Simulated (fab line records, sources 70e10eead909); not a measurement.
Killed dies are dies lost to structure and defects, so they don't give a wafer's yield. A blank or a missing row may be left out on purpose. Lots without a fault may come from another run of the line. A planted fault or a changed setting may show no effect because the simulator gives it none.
Chamber matching | flow nand_harc | NHARC_P_M0_DESCUM_14 on rie_diel-10: 4 sister chambers
The step chemistry O2, time 3 s. 8 wafers are shown with their chamber, then 9 later ones without.

WAFERS WITH THEIR CHAMBER
wafer  | chamber | drypump_motor_current_A (A) | oes_product_au (a.u.)
L076.6 | 0       | 5.2                         | 1.017
L077.2 | 0       | 5.2                         | 1.019
L081.4 | 2       | 5.4                         | 0.993
L080.4 | 3       | 5.5                         | 1.001
L080.5 | 1       | 5.4                         | 0.994
L084.3 | 2       | 5.4                         | 0.994
L084.4 | 1       | 5.4                         | 0.999
L084.5 | 3       | 5.6                         | 1.013

WAFERS WITHOUT THEIR CHAMBER
wafer  | drypump_motor_current_A (A) | oes_product_au (a.u.)
L089.4 | 5.2                         | 0.995
L089.5 | 5.3                         | 0.994
L089.6 | 5.4                         | 1.005
L090.2 | 5.4                         | 1.008
L090.4 | 5.2                         | 0.989
L090.6 | 5.4                         | 0.998
L091.1 | 5.4                         | 0.998
L091.2 | 5.2                         | 0.983
L091.6 | 5.4                         | 1.001

WHICH CHAMBER EACH WENT THROUGH
wafer  | from the rows above          | in truth
L089.4 | can't be placed: 0 or 1 or 2 | 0
L089.5 | can't be placed: 2 or 1      | 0
L089.6 | can't be placed: 1 or 2      | 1
L090.2 | can't be placed: 1 or 2 or 3 | 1
L090.4 | can't be placed: 2 or 1 or 0 | 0
L090.6 | can't be placed: 1 or 2      | 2
L091.1 | can't be placed: 1 or 2      | 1
L091.2 | can't be placed: 2 or 1 or 0 | 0
L091.6 | can't be placed: 1 or 2      | 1
Placed correctly: 0 of 9. Can't be placed from these rows: 9 (the true chamber is among the candidates in 8). Placed wrongly: 0.
How it was worked out, from the rows above alone: a wafer's distance from a chamber is the root of the sum, over the readings, of the square of ((its reading less the chamber's mean) divided by the reading's scatter). The wafer belongs to the nearest chamber; if the next one is less than 2 further off, it can't be placed. A chamber's mean is the mean of its shown wafers. The scatter: the root of (the sum of the squares of (reading less its chamber's mean) over the shown wafers, divided by (wafers less chambers)).
